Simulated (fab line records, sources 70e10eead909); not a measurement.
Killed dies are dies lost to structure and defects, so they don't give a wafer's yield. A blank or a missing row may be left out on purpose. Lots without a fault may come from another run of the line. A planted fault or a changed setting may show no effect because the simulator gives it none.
fab line records | flow nand_harc
record lots=5 wafers=15 last_day=33
route steps=1302 shown P_GATE@185
lots that met no fault: from a run of the same line without faults
start_h: hours from the record's first day to the start of the lot's first wafer shown | wait_h: hours since the lot's step before | " the same as in the row above | L1.1+2: a row that stands for several wafers | - no value, or no start given | * or withheld: withheld | < > ~ a bound
route shown NAME@n: a module of which the file shows steps, and the number in the route of the first | usual: mean/standard deviation of fault-free wafers | same: alike in all rows | chamber/n: place in a boat | sites: the reading at each site | _std_site: their standard deviation | _edge_site: outer sites' mean less inner sites' | radius_mm: how far each site lies from the wafer's centre | mask NAME#n: copy n | behind: the tool/chamber that last shaped the wafer | hold: why the lot was held/for how many hours/how that ended | device: the transistor (n, p or np) that didn't switch | end of line: the same wafers' tests at the end of the route | a step without rows: its recipe alone | killed: dies lost to structure and defects at the first sort, not the wafer's yield | map: a wafer's dies, x killed, . not, _ none there
set.NAME: the setting as run; set.NAME@STEP: as run at that earlier step | model.NAME: the simulator's own value behind a step, which no gauge read
lots at some steps of the route; a table a step, a row a wafer
services: from which hour (start_h, from the record's first day; less than 0 if before it) a tool's chamber was out of use, for how many hours, and why
## steps
# step NHARC_P_GATE_CD_MEAS_59
# recipe target_cd_nm=720 landing_energy_ev=500
# usual cd_nm=720.2/1.5
# same landing_energy_ev=500
# columns lot.wafer tool chamber start_h wait_h cd_nm
L872.4 cd_sem-03 0 129.01 - 721.3
L872.5 " 0 " " 720.9
L872.6 " 0 " " 721.3
L875.3 cd_sem-03 0 168.36 - 718.5
L875.4 " 0 " " 720.4
L875.5 " 0 " " 720.9
L882.1 cd_sem-02 0 229.32 - 721.9
L882.3 " 0 " " 723.0
L882.5 " 0 " " 721.3
L884.1 cd_sem-03 0 256.15 - 719.6
L884.2 " 0 " " 718.6
L884.3 " 0 " " 718.5
L892.2 cd_sem-03 0 336.93 - 720.1
L892.3 " 0 " " 720.5
L892.4 " 0 " " 719.2
# step NHARC_P_GATE_HARDBAKE_60
# recipe temp_c=125 time_s=80
# step NHARC_P_GATE_DESCUM_61
# recipe time_s=3 o2_flow_sccm=200 ar_flow_sccm=0 bias_power_w=0 chemistry=O2
# usual drypump_motor_current_A=5.9/0.41 oes_product_au=1.005/0.0077 rf_vpp_V=57.9/0.77 showerhead_plenum_p_Torr=1.94/0.088 throttle_valve_pct=11.312/0.0093
# columns lot.wafer tool chamber start_h wait_h drypump_motor_current_A oes_product_au rf_hours_counter_h rf_vpp_V showerhead_plenum_p_Torr throttle_valve_pct
L872.4 rie_diel-02 2 129.17 - 6.3 1.000 4 57.5 2.03 11.312
L872.6 " 2 " " 6.3 1.004 - 57.5 2.03 11.299
L872.5 " 3 " " 5.3 1.005 - 57.2 1.81 11.313
L875.3 rie_diel-09 3 168.54 - 6.1 1.009 2 57.8 1.97 11.310
L875.4 " 0 " " 6.2 0.985 2 58.8 2.05 11.316
L875.5 " 1 " " 6.1 0.996 - 57.8 1.89 11.314
L882.3 rie_diel-13 1 229.49 - 6.3 1.004 2 58.6 1.87 11.307
L882.1 " 2 " " 5.8 1.004 2 57.4 1.95 11.318
L882.5 " 1 " " 6.3 0.991 - 57.8 1.87 11.293
L884.2 rie_diel-09 3 256.33 - 6.1 1.018 10 59.5 1.97 11.305
L884.3 " 0 " " 6.2 0.992 11 56.9 2.05 11.307
L884.1 " 1 " " 6.2 1.006 10 57.9 1.89 11.326
L892.4 rie_diel-09 2 337.09 - 5.3 0.999 1 57.4 1.80 11.302
L892.3 " 0 " " 6.2 1.007 1 59.2 2.05 11.307
L892.2 " 1 " " 6.3 1.009 1 56.6 1.89 11.309
# step NHARC_P_GATE_IMPLANT_62
# recipe energy_kev=20 dose_cm2=3e+15 tilt_deg=7
# step NHARC_P_GATE_STRIP_112
# recipe power_w=1500 temp_c=110 time_s=200 chemistry=N2/H2
# usual drypump_motor_current_A=5.5/0.33 heater_power_w=87/7
# columns lot.wafer tool chamber start_h wait_h drypump_motor_current_A heater_power_w rf_hours_counter_h
L872.4 plasma_asher-02 0 129.66 0.2 5.6 90 -
L872.5 " 1 " " 5.5 89 -
L872.6 " 0 " " 5.6 89 -
L875.3 plasma_asher-02 0 168.97 0.2 5.6 91 -
L875.4 " 1 " " 5.5 95 -
L875.5 " 1 " " 5.5 93 -
L882.1 plasma_asher-02 0 229.89 0.2 5.6 90 21
L882.3 " 0 " " 5.6 91 -
L882.5 " 0 " " 5.6 90 -
L884.2 plasma_asher-02 0 256.68 0.2 5.6 90 26
L884.1 " 1 " " 5.5 93 26
L884.3 " 0 " " 5.6 91 -
L892.2 plasma_asher-02 1 337.49 0.2 5.5 93 2
L892.3 " 0 " " 5.6 93 -
L892.4 " 1 " " 5.5 92 -
# step NHARC_P_GATE_STRIP_76
# recipe power_w=1500 temp_c=250 chemistry=O2
# usual drypump_motor_current_A=5.5/0.34 heater_power_w=325/26
# columns lot.wafer tool chamber start_h wait_h drypump_motor_current_A heater_power_w rf_hours_counter_h
L872.4 plasma_asher-02 0 129.83 0.1 5.6 330 -
L872.5 " 1 " " 5.5 325 -
L872.6 " 0 " " 5.6 330 -
L875.3 plasma_asher-02 0 169.17 0.2 5.6 340 -
L875.4 " 1 " " 5.5 347 -
L875.5 " 1 " " 5.5 355 -
L882.1 plasma_asher-02 0 230.12 0.2 5.6 353 21
L882.3 " 0 " " 5.6 334 -
L882.5 " 0 " " 5.6 336 -
L884.2 plasma_asher-02 0 256.94 0.2 5.6 346 26
L884.1 " 1 " " 5.5 354 26
L884.3 " 0 " " 5.6 337 -
L892.2 plasma_asher-02 1 337.72 0.2 5.5 349 3
L892.3 " 0 " " 5.6 350 -
L892.4 " 1 " " 5.5 342 -
# step NHARC_P_GATE_STRIP_63
# recipe time_s=900 temp_c=130 chemistry=SPM
# step NHARC_P_GATE_DEHYDRATE_83
# recipe temp_c=150 time_s=120
# step NHARC_P_GATE_HMDS_84
# recipe time_s=30
# step NHARC_P_GATE_COAT_85
# recipe spin_rpm=3000
# step NHARC_P_GATE_SOFTBAKE_86
# recipe temp_c=122 time_s=95
# step NHARC_P_GATE_EBR_87
# step NHARC_P_GATE_EXPOSE_88
# recipe na=0.6 target_cd_nm=2000 dose_mj=11.87 mask_id=P_HVN
# columns lot.wafer tool chamber start_h wait_h mask
L872.4+5+6 krf_scanner-03 0 130.45 - P_HVN#0
L875.3+4+5 krf_scanner-01 0 169.80 - P_HVN#0
L882.1+3+5 krf_scanner-01 0 230.87 - P_PSD#0
L884.1+2+3 krf_scanner-01 0 257.70 - P_HVN#0
L892.2+3+4 krf_scanner-01 0 338.47 - P_HVN#0
# step NHARC_P_GATE_PEB_89
# recipe peb_temp_c=118 peb_time_s=85
# step NHARC_P_GATE_DEVELOP_90
# recipe time_s=70
# step NHARC_P_GATE_CD_MEAS_91
# recipe target_cd_nm=2000 landing_energy_ev=500
# usual cd_nm=1999.5/1.3
# same landing_energy_ev=500
# columns lot.wafer tool chamber start_h wait_h cd_nm
L872.4 cd_sem-03 0 130.60 - 2000.8
L872.5 " 0 " " 1998.4
L872.6 " 0 " " 1999.3
L875.3 cd_sem-02 0 169.95 - 1996.9
L875.4 " 0 " " 1999.4
L875.5 " 0 " " 1999.1
L882.1 cd_sem-03 0 231.02 - -
L882.3 " 0 " " -
L882.5 " 0 " " -
L884.1 cd_sem-03 0 257.85 - 2001.7
L884.2 " 0 " " 1998.5
L884.3 " 0 " " 1998.8
L892.2 cd_sem-01 0 338.62 - 2000.2
L892.3 " 0 " " 1998.8
L892.4 " 0 " " 1998.7
# step NHARC_P_GATE_HARDBAKE_92
# recipe temp_c=125 time_s=80
## services
# columns tool chamber start_h hours kind
rie_diel-09 1 127.52 2.6 repair
plasma_asher-02 - 130.93 9.0 pm
plasma_asher-02 0 130.93 9.0 vent_cycle
plasma_asher-02 1 130.93 9.0 vent_cycle
plasma_asher-02 0 139.93 - clean
krf_scanner-01 - 140.00 4.0 pm
rie_diel-09 - 143.10 9.0 pm
rie_diel-13 3 156.05 14.0 repair
rie_diel-13 - 165.00 9.0 pm
krf_scanner-01 - 180.96 0.2 repair
rie_diel-09 - 209.94 1.5 repair
rie_diel-02 - 213.62 30.7 repair
krf_scanner-01 - 218.27 0.2 repair
krf_scanner-03 - 224.38 4.0 pm
krf_scanner-01 - 253.36 0.8 repair
rie_diel-13 3 255.16 5.2 repair
krf_scanner-01 - 286.70 1.2 repair
krf_scanner-01 - 290.21 0.3 repair
rie_diel-02 3 296.95 2.6 repair
rie_diel-13 - 304.13 1.0 repair
plasma_asher-02 - 307.93 9.0 pm
krf_scanner-03 - 311.14 9.9 repair
krf_scanner-01 - 312.00 4.0 pm
rie_diel-09 - 320.10 9.0 pm
## key
first_sign step=NHARC_P_GATE_EXPOSE_88 reading=mask direction=changed
effect step=NHARC_P_GATE_CD_MEAS_91 reading=cd_nm direction=missing
met_at NHARC_P_GATE_EXPOSE_88
struck_wafers L882.1,L882.3,L882.5
later_rows_left_out L882.1,L882.3,L882.5
sort_left_out L882.1,L882.3,L882.5
tester_left_out L882
onset_between 169.80 230.87
fault kind=wrong_mask tool=any chamber=- onset_h=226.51 steps=NHARC_P_GATE_EXPOSE_88 aux_copy=P_PSD#0 scope=struck_lots_only
# tester_left_out: of these lots the tester's yield and bins aren't shown, on N5 and GAA mostly nor the transistor test; their killed dies are dies lost to structure and defects alone, not to doping, threshold or leakage, so they don't give the yield
# sort_left_out: the simulated sort isn't trusted on such a fault, so these wafers' sort isn't shown, and their yield isn't known
# later_rows_left_out: the simulator's readings of these wafers behind a module that went badly wrong aren't trusted and aren't shown, but for the sort
